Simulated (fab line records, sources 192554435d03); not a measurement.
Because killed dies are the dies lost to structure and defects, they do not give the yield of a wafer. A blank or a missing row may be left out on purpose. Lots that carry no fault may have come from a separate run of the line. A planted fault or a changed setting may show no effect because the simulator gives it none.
Chamber matching    flow n5-finfet    rie-si-02 running N5_BEOL_M0_SAQP_MANDREL1_REMOVE_100: 4 sister chambers
The step chemistry HBr/Cl2/O2, target a-Si, stops on SiNx, bt time 10 s. 20 wafers are shown with their chamber, then 10 later ones without.

WAFERS PAIRED WITH THEIR CHAMBERS
wafer   chamber  throttle-valve-pct (%)  drypump-motor-current-A (A)  oes-product-au (a.u.)
L076.2  2        36.99                   5.94                         0.954
L076.4  3        36.76                   6.00                         1.011
L076.5  1        36.54                   5.45                         0.992
L077.1  2        37.00                   5.94                         0.971
L077.3  3        36.76                   6.00                         1.006
L077.5  1        36.54                   5.49                         0.999
L080.2  0        36.97                   5.25                         1.019
L080.3  1        36.54                   5.46                         0.997
L080.5  1        36.55                   5.53                         0.981
L082.1  2        36.99                   5.94                         0.986
L082.4  1        36.52                   5.52                         0.998
L082.6  0        36.97                   5.23                         1.017
L083.1  2        37.00                   5.94                         0.959
L083.3  1        36.53                   5.50                         0.988
L083.4  3        36.75                   6.02                         1.010
L085.3  0        36.97                   5.23                         1.027
L085.4  3        36.76                   6.00                         1.024
L085.6  0        36.99                   5.19                         1.020
L086.2  0        36.98                   5.23                         1.012
L086.4  2        36.98                   5.92                         0.956

SIGNATURES, as means of the wafers listed above
reading                  chamber 0  chamber 1  chamber 2  chamber 3  scatter within a chamber
throttle-valve-pct       36.9760    36.5367    36.9920    36.7575    0.00869
drypump-motor-current-A  5.2260     5.4917     5.9360     6.0050     0.0218
oes-product-au           1.01900    0.99250    0.96520    1.01275    0.00888
Rule: distance of a wafer from a chamber = root of the sum over the readings of ((wafer's reading minus chamber's mean) / reading's scatter) squared. If the next closest chamber is less than 2 further off than the closest, the wafer can't be placed; otherwise it belongs to the closest. The scatter: the root of (the sum of the squares of (reading less its chamber's mean) over the shown wafers, divided by (wafers less chambers)).

WAFERS WHOSE CHAMBER IS MISSING
wafer   throttle-valve-pct (%)  drypump-motor-current-A (A)  oes-product-au (a.u.)
L086.5  37.01                   5.94                         0.960
L091.1  37.01                   5.94                         0.962
L091.2  36.77                   5.99                         1.017
L091.3  36.54                   5.49                         0.993
L093.1  36.99                   5.19                         1.028
L093.2  36.98                   5.95                         0.964
L093.6  36.99                   5.95                         0.966
L097.4  37.01                   5.92                         0.974
L097.5  37.00                   5.93                         0.965
L097.6  36.52                   5.48                         0.994

THE CHAMBER EACH PASSED THROUGH
wafer   from the rows above  in truth
L086.5  2                    2
L091.1  2                    2
L091.2  3                    3
L091.3  1                    1
L093.1  0                    0
L093.2  2                    2
L093.6  2                    2
L097.4  2                    2
L097.5  2                    2
L097.6  1                    1
10 of 10 placed correctly. From these rows, 0 cannot be placed. Number placed wrongly: 0.
